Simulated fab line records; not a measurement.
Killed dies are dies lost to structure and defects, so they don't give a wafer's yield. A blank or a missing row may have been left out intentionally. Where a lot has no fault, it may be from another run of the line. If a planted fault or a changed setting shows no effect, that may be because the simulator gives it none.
Chamber matching || flow n5-finfet || N5_BEOL_M4_VIA_ETCH_34 on rie-diel-01: 4 sister chambers
The step etches the open film in C4F6/O2, target depth 69.4 nm, time 65.9 s. 4 wafers are shown with their chamber, then 11 later ones without.

## WAFERS PAIRED WITH THEIR CHAMBERS
{"wafer": "L087.6", "chamber": 1, "drypump-motor-current-A (A)": 5.9}
{"wafer": "L088.2", "chamber": 2, "drypump-motor-current-A (A)": 6.2}
{"wafer": "L088.5", "chamber": 3, "drypump-motor-current-A (A)": 5.2}
{"wafer": "L091.2", "chamber": 0, "drypump-motor-current-A (A)": 6.2}

## WAFERS WITHOUT THEIR CHAMBER
{"wafer": "L091.4", "drypump-motor-current-A (A)": 6.2}
{"wafer": "L091.6", "drypump-motor-current-A (A)": 6.2}
{"wafer": "L090.1", "drypump-motor-current-A (A)": 5.1}
{"wafer": "L090.5", "drypump-motor-current-A (A)": 5.2}
{"wafer": "L090.6", "drypump-motor-current-A (A)": 6.2}
{"wafer": "L092.2", "drypump-motor-current-A (A)": 5.2}
{"wafer": "L092.5", "drypump-motor-current-A (A)": 6.2}
{"wafer": "L092.6", "drypump-motor-current-A (A)": 5.9}
{"wafer": "L097.1", "drypump-motor-current-A (A)": 6.2}
{"wafer": "L097.4", "drypump-motor-current-A (A)": 6.0}
{"wafer": "L097.5", "drypump-motor-current-A (A)": 6.2}

## EACH ONE'S CHAMBER
{"wafer": "L091.4", "from the rows above": "can't be placed: 0 or 2", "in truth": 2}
{"wafer": "L091.6", "from the rows above": "can't be placed: 0 or 2", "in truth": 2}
{"wafer": "L090.1", "from the rows above": 3, "in truth": 3}
{"wafer": "L090.5", "from the rows above": 3, "in truth": 3}
{"wafer": "L090.6", "from the rows above": "can't be placed: 0 or 2", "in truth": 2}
{"wafer": "L092.2", "from the rows above": 3, "in truth": 3}
{"wafer": "L092.5", "from the rows above": "can't be placed: 0 or 2", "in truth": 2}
{"wafer": "L092.6", "from the rows above": 1, "in truth": 1}
{"wafer": "L097.1", "from the rows above": "can't be placed: 0 or 2", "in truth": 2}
{"wafer": "L097.4", "from the rows above": 1, "in truth": 1}
{"wafer": "L097.5", "from the rows above": "can't be placed: 0 or 2", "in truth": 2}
5 of 11 placed correctly. Not placeable from these rows: 6 (in 6, the candidates include the true chamber). Placed wrongly: 0.
How it was worked out, from the rows above alone: a wafer's distance from a chamber is the root of the sum, over the readings, of the square of ((its reading less the chamber's mean) divided by the reading's scatter). The wafer belongs to the nearest chamber; if the next one is less than 2 further off, it can't be placed. For every chamber, the mean is computed from those of its wafers that are shown. The scatter (one wafer shown for each chamber): square how far every hidden wafer sits from the nearest shown wafer, average those squares and take the square root.
